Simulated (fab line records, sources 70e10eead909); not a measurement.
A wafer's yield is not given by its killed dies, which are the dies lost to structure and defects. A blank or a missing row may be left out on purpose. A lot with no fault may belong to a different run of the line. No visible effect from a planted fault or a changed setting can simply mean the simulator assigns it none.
A struck lot beside a sound one :: flow nand-harc :: 18 steps out of a route of 1302
Sound: the wafers L180.1, L180.2, L180.4. Struck: wafer L181.1 (L181.4, L181.6, from the same lot, were not struck and are left out); the cause is given at the end.
Each step with rows lists, per side, the tool, then ch with its chambers, then its first start. Under that, the readings that differ: sound wafers :: struck wafers :: difference of the means :: sigmas: that difference in standard deviations of wafers without a fault.
alike: same words and numbers on both sides, and readings whose means sit less than 2 such deviations apart. not compared: any withheld reading, any reading some wafer has no value for, any bound like >300 that may hide the same value, and any number with overlapping values for which the record gives no deviation.
The two part at a step that has a row with sigmas, a row that says differs or no value, or rows on one side only. Non-overlapping numbers with no deviation appear without sigmas and do not part them. Lack of a reading on every wafer of one side parts them only where that side has two or more wafers.

NHARC_A_SGD_CUT_CD_MEAS_09: target cd 100 nm.
  sound on cd-sem-02 ch 0, day 23 00:52; struck on cd-sem-02 ch 0, day 24 02:55
  alike: cd-nm
NHARC_A_SGD_CUT_OVL_MEAS_10:
  sound on overlay-02, day 23 00:57; struck on overlay-02, day 24 03:00
  alike: overlay-x-nm, overlay-y-nm
NHARC_A_SGD_CUT_INSPECT_11:
  sound on defect-inspect-02, day 23 00:59; struck on defect-inspect-01, day 24 03:02
  alike: raw-defect-count
NHARC_A_SGD_CUT_DESCUM_14: chemistry O2, time 3 s.
  sound on rie-diel-04 ch 0,1,3, day 23 01:04; struck on rie-diel-08 ch 1, day 24 03:06
reading: rf-hours-counter-h (h)
sound: 10 9 11
struck: 0
difference: -10
sigmas: 
  alike: drypump-motor-current-A, oes-product-au, rf-vpp-V, showerhead-plenum-p-Torr, throttle-valve-pct
NHARC_A_SGD_CUT_ETCH_58: etches the open film in CF4, target depth 39 nm, time 65 s.
  sound on rie-diel-04 ch 0,2,3, day 23 01:08; struck on rie-diel-08 ch 1, day 24 03:11
reading: oes-product-au (a.u.)
sound: 1.004 1.014 1.008
struck: 0.984
difference: -0.025
sigmas: -2

reading: rf-hours-counter-h (h)
sound: 9 9 11
struck: 0
difference: -10
sigmas: 
  alike: drypump-motor-current-A, rf-vpp-V, showerhead-plenum-p-Torr, throttle-valve-pct
then, 1 step without rows for these wafers: NHARC_A_SGD_CUT_ETCH_59 (etches the open film in N2/H2, target depth 260 nm, time 406.25 s).
NHARC_A_SGD_CUT_ETCH_15: etches the open film in CH3F/O2, target depth 75 nm, time 64.3 s.
  sound on rie-diel-04 ch 0,1,2; struck on rie-diel-08 ch 3
reading: rf-hours-counter-h (h)
sound: 11 9 10
struck: 1
difference: -9
sigmas: 
  alike: drypump-motor-current-A, oes-product-au, rf-vpp-V, showerhead-plenum-p-Torr, throttle-valve-pct
NHARC_A_SGD_CUT_ETCH_16: etches the open film in C4F8/O2/Ar, target depth 310.5 nm, time 155.2 s.
  sound on rie-diel-04 ch 0,2,3; struck on rie-diel-08 ch 0
reading: rf-hours-counter-h (h)
sound: 9 9 11
struck: 1
difference: -9
sigmas: 
  alike: oes-product-au, rf-vpp-V
then, 1 step without rows for these wafers: NHARC_A_SGD_CUT_STRIP_60 (strips in C4F8/O2/Ar).
NHARC_A_SGD_CUT_STRIP_17: strips in O2.
  sound on rie-diel-04 ch 0,2,3; struck on rie-diel-08 ch 2
reading: rf-hours-counter-h (h)
sound: 9 11 9
struck: 1
difference: -9
sigmas: 

reading: throttle-valve-pct (%)
sound: 17.051 17.026 17.033
struck: 17.054
difference: +0.017
sigmas: +2
  alike: drypump-motor-current-A, oes-product-au, rf-vpp-V, showerhead-plenum-p-Torr
then, 2 steps without rows for these wafers: NHARC_A_SGD_CUT_PRECLEAN_18 (cleans in SC1); NHARC_A_SGD_CUT_SRD_19.
NHARC_A_SGD_CUT_DEP_20: deposits SiO2, target thk 150 nm.
  sound on fcvd-01 ch 0,1, day 23 02:10; struck on fcvd-02 ch 1, day 24 04:34
then, 2 steps without rows for these wafers: NHARC_A_SGD_CUT_ANNEAL_27 (time 1800 s); NHARC_A_SGD_CUT_CMP_21 (polishes, target thk 148.19 nm).
NHARC_A_SGD_CUT_THK_MEAS_22: measures by ellipsometry.
  sound on film-metro-01, day 23 08:10; struck on film-metro-01, day 24 09:27
  alike: thk-nm
then, 1 step without rows for these wafers: NHARC_A_SGD_CUT_SRD_23.
-- the record jumps here: 5 days lie between the struck wafers' starts before and after (it left off in module A_SGD_CUT and takes up again in module END, whose first step shown is number 1302 of the route) --
NHARC_END_SORT_01:
  at this point the record logs the struck wafers (prober-01 ch 0, day 29 13:53) and has no rows for the sound ones

== WHERE THEY PART ==
First at NHARC_A_SGD_CUT_ETCH_58; last, within this record, at NHARC_END_SORT_01.

WHY: what the simulator had put in
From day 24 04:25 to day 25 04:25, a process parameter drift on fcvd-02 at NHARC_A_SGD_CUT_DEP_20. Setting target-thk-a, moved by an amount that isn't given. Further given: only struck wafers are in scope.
